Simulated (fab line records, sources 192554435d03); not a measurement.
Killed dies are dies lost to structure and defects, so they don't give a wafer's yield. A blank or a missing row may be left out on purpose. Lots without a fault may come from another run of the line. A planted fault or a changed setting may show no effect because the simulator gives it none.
Which tool did it? | flow n5_finfet | 9 lots, 26 wafers sampled, at 3 steps of a route of 1938

WHAT THE GAUGES READ, wafer by wafer
N5_BEOL_M8_THK_MEAS_53: measures by xrf.
lot  | measured     | on            | M8_THK (nm)
L550 | day 11 09:00 | film_metro-02 | 80.8 83.4 81.0
L553 | day 11 18:26 | film_metro-01 | 82.3 76.9 83.3
L555 | day 12 14:37 | film_metro-01 | 77.3 78.7 82.0
L556 | day 12 20:49 | film_metro-01 | 79.9 80.6 80.7
L558 | day 12 23:20 | film_metro-01 | 78.8 78.3 83.8
L566 | day 14 23:40 | film_metro-01 | 83.7 182.0
L568 | day 15 17:32 | film_metro-02 | 80.4 183.2 77.7
L572 | day 16 05:53 | film_metro-02 | 81.9 82.6 83.7
L573 | day 17 01:57 | film_metro-01 | 81.9 77.4 77.1

WHICH TOOL RAN EACH LOT (tool, then ch and the chambers of the sampled wafers, then the start)
lot  | N5_BEOL_M8_DEGAS_44          | N5_BEOL_M8_CMP_52
L550 | pvd_sputter-02, day 11 07:01 | cmp-03 ch 2,3, day 11 08:43
L553 | pvd_sputter-03, day 11 16:59 | cmp-04 ch 1,2, day 11 18:08
L555 | pvd_sputter-01, day 12 13:14 | cmp-03 ch 0,2,3, day 12 14:19
L556 | pvd_sputter-03, day 12 19:00 | cmp-03 ch 0,2,3, day 12 20:34
L558 | pvd_sputter-02, day 12 21:35 | cmp-04 ch 0,1,2, day 12 23:05
L566 | pvd_sputter-03, day 14 22:14 | cmp-03 ch 1, day 14 23:22
L568 | pvd_sputter-01, day 15 15:40 | cmp-03 ch 0,1,3, day 15 17:20
L572 | pvd_sputter-03, day 16 03:16 | cmp-04 ch 0,2,3, day 16 05:36
L573 | pvd_sputter-03, day 16 23:46 | cmp-04 ch 0,2, day 17 01:39
- N5_BEOL_M8_DEGAS_44: time 60 s.
- N5_BEOL_M8_CMP_52: polishes, stops on SiCOH lowk, t overpolish 6.9 s, target thk 80 nm.

THE ANSWER, worked out from the rows above alone
Rule: what is usual is taken from the lots themselves. Put in order of their means at a reading, lots are off if they are a third of the lots or fewer, leave a main group of 4 or more, and stand apart from it by a gap of 3 or more times the standard deviation of the main group's means; of several such gaps the widest counts. A main group whose means are all the same, to the digits that the tables above print for the reading, isn't used. A lot without any number at a reading at which 4 lots or more have one is off too. The other lots that the step has rows for count as sound.
Off: L566, L568, at N5_BEOL_M8_THK_MEAS_53 (M8_THK). The main group: mean 80.6 nm, standard deviation 1.2.
A tool fits if, at a process step before that reading, it ran every lot that is off, and no sound lot after the first of them. The gauges at N5_BEOL_M8_THK_MEAS_53 are tried like those tools. One fits: cmp-03 at N5_BEOL_M8_CMP_52. Its last sound lot is L556 (day 12 20:34), its first lot that is off L566 (day 14 23:22): a fault that began between those two fits.

WHAT THE SIMULATOR HAD PUT IN
Process parameter drift: cmp-03, from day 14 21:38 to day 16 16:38, at N5_BEOL_M8_CMP_52. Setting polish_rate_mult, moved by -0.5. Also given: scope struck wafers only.
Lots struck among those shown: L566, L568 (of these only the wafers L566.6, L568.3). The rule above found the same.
